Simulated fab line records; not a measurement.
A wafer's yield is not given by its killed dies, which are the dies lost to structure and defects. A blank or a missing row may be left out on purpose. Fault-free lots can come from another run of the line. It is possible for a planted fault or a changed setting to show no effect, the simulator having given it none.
Split-lot study	flow n5 finfet	on a route of 1938 steps: 7 lots, 21 wafers read

== SPLIT DETAILS ==
At N5_MOL_CONTACT_COAG_ALD_27 (deposits SiOC, target thk 17 nm, pulse time 1.5 s, time 2720 s), the setting ald cycles was moved away from the recipe's 340 on 10 of the 21 wafers read, by -15.6% to +8.5%. The other wafers ran this setting at the recipe's value.

The reading comes from the split's own step.

== THE READING ==
SiOC_of_MOL_CONTACT_COAG_ALD_27.thk nm (the simulator's own value, which no gauge read), in nm, at N5_MOL_CONTACT_COAG_ALD_27 (deposits SiOC, target thk 17 nm, pulse time 1.5 s, time 2720 s). The file gives no usual value for it. The 11 wafers here that ran the recipe average 17.0 nm, standard deviation 0.11 nm.

wafer	tool, chamber at the split	ald cycles as run	against the recipe	SiOC_of_MOL_CONTACT_COAG_ALD_27.thk nm, nm	against lot-mates on the recipe
L074.1	ald sin-01, 2,1	287	-15.6%	14.2	-2.6
L074.6	ald sin-01, 2,1	287	-15.6%	14.2	-2.6
L074.5	ald sin-01, 2	340	recipe	16.8	-
L075.2	ald sin-04, 1	340	recipe	17	-
L075.5	ald sin-04, 3,2	368	+8.2%	18.4	+1.4
L075.6	ald sin-04, 3,2	368	+8.2%	18.4	+1.4
L076.3	ald sin-02, 0,2	340	recipe	17	-
L076.4	ald sin-02, 0,2	340	recipe	17	-
L076.5	ald sin-02, 0	301	-11.5%	15	-2.0
L083.1	ald sin-01, 2	340	recipe	16.8	-
L083.4	ald sin-01, 0	294	-13.5%	14.6	-2.2
L083.5	ald sin-01, 0	294	-13.5%	14.6	-2.2
L091.3	ald sin-04, 1	369	+8.5%	18.4	+1.2
L091.4	ald sin-04, 2	369	+8.5%	18.6	+1.4
L091.5	ald sin-04, 3	340	recipe	17.2	-
L093.2	ald sin-04, 1,3	340	recipe	17	-
L093.4	ald sin-04, 1,3	340	recipe	17	-
L093.3	ald sin-04, 0	340	recipe	16.8	-
L094.1	ald sin-01, 2	305	-10.3%	15.2	-1.8
L094.2	ald sin-01, 3,1	340	recipe	17	-
L094.3	ald sin-01, 3,1	340	recipe	17	-
Rows listing several chambers each stand for several wafers; the file does not say which wafer went through which chamber.

FIT RESULTS
A straight line over all 21 wafers: SiOC_of_MOL_CONTACT_COAG_ALD_27.thk nm changes by +0.176 nm for each +1% of ald cycles; r = +1.00; the points scatter about the line by 0.096 nm.
The same after taking each lot's own level away (the mean of its wafers on the recipe; 21 wafers): +0.165 nm for each +1%; r = +1.00; scatter 0.07 nm.
On that fit, the largest move of ald cycles shifts the reading by 2.6 nm.
The lots' own levels span 16.80 to 17.20 nm, that is 3.5 times the standard deviation above.
So the lot-to-lot level changes the slope little: the two slopes agree.
Check: with one of the wafers moved furthest among these (-15.6%) left out of the fit, the line predicts -2.59 nm for it against its lot-mates. Against them it came out at -2.6 nm.

== THE OTHER SPLITS THESE WAFERS WENT THROUGH ==
Other splits were also applied to these wafers ahead of the reading. Each is held against what the fit with the lots' levels taken away leaves over:
other split on the same wafers	wafers away from the commonest value	r with SiOC_of_MOL_CONTACT_COAG_ALD_27.thk nm (lot level and that fit taken away)
N5_HKMG_FIN_EXPOSE_46 dose mj	5	+0.40
N5_GATE_CUT_CUT_ETCH_54 bias w	6	+0.16

== FILE'S OWN FIT ==
SiOC_of_MOL_CONTACT_COAG_ALD_27.thk nm changes by +0.167 nm for each +1% of ald cycles, r = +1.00.
